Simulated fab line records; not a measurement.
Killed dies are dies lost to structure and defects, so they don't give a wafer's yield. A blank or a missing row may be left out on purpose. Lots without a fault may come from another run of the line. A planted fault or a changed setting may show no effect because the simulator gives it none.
Code-filled problem report in 8D (eight disciplines) form + flow n5Finfet + the parts of the form that need people (team, actions taken, sign-off) are left out

== 1. THE PROBLEM ==
Wafers without a fault read 64 s, standard deviation 4.8; timeToEndpointS at N5_BEOL_M7_CMP_52 reads a mean of 86 s on 2 wafers belonging to 2 lots. That puts it +4.6 standard deviations away from the usual mean.
The step: polishes, stops on SiCOH lowk, t overpolish 6.9 s, target thk 80 nm.
First seen on wafer L754.6, day 12 11:04, on cmp-04. The record holds 30 wafers of 12 lots with a number at this step. The rule behind "out" and "out of limits": a value lying over 4 standard deviations away from the usual mean. Any other wafer with a number is counted as sound.

== 2. WHAT THIS IS AND IS NOT ==
| question                    | is                | is not                                                                                |
|-----------------------------|-------------------|---------------------------------------------------------------------------------------|
| which readings at this step | timeToEndpointS   | edgeZonePressureFrac, motorCurrentA, slurryFilterDpKPa                                |
| which lots                  | L754, L756        | L744, L745, L746, L748, L750, L751, L752, L765, L766, L767                            |
| which wafers of those lots  | L754.6, L756.6    | L754.2, L756.2                                                                        |
| read on which tools         | cmp-02, cmp-04    | cmp-03                                                                                |
| when                        | from day 12 11:04 | up to then (20 sound wafers); but 8 sound wafers of L756, L765, L766, L767 came after |

== 3. THE SUSPECTS, EACH WITH WHAT RULES IT OUT ==
Counting: if a tool at a process step up to the reading ran every lot that is out, it stays a suspect. Sound lots after the first of them don't rule it out here, since some wafers of a struck lot are sound.
- rieDiel-01 at N5_BEOL_M7_TRENCH_ETCH_37 (etches SiCOH lowk in C4F6/O2, target depth 93.478 nm, time 31.2 s): kept. It processed each lot that is out (first: L754, day 12 07:55); up to then, its last sound lot is L748 (day 11 22:55). Because N5_BEOL_M7_TRENCH_ETCH_37 lacks a start for some lots, the hours and order of its lots are taken from N5_BEOL_M7_CD_MEAS_35.
- ecdCu-02 at N5_BEOL_M7_ECD_50 (material Cu, target thk 300 nm): kept. It processed each lot that is out (first: L754, day 12 10:05); up to then, its last sound lot is L748 (day 12 00:35).
Left after counting: rieDiel-01 at N5_BEOL_M7_TRENCH_ETCH_37, ecdCu-02 at N5_BEOL_M7_ECD_50.

== 4. THE CAUSE (what the simulator had put in) ==
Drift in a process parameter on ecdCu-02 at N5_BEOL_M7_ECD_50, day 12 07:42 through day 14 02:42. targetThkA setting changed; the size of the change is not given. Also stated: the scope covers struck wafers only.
Counting left 2 suspects, and this tool is among them.

== 5. THE CHAIN OF EFFECTS, in route order ==
Rows list readings where the struck wafers' mean (over those with a number) sits beyond 3 standard deviations from the usual. Scope: only readings with a usual standard deviation given in the record; hours: median across lots of the time from each lot's start at the first step in this table that gives one to its start at this step; sigmas: change in usual standard deviations.
| hours | step              | reading         | usual | on struck wafers | change | sigmas |
|-------|-------------------|-----------------|-------|------------------|--------|--------|
| 0     | N5_BEOL_M7_CMP_52 | timeToEndpointS | 64 s  | 86               | +22    | +4.6   |
It contains these process steps:
- N5_BEOL_M7_CMP_52: polishes, stops on SiCOH lowk, t overpolish 6.9 s, target thk 80 nm.

== 6. WHAT WOULD HAVE CAUGHT IT SOONER ==
3 hours passed between the start of the fault at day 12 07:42 and the first reading out of limits in this record, taken at day 12 11:04.
L756, from the lots that are out (2), started N5_BEOL_M7_ECD_50 on ecdCu-02 later than day 12 11:04. Holding the tool at that time would have saved it.
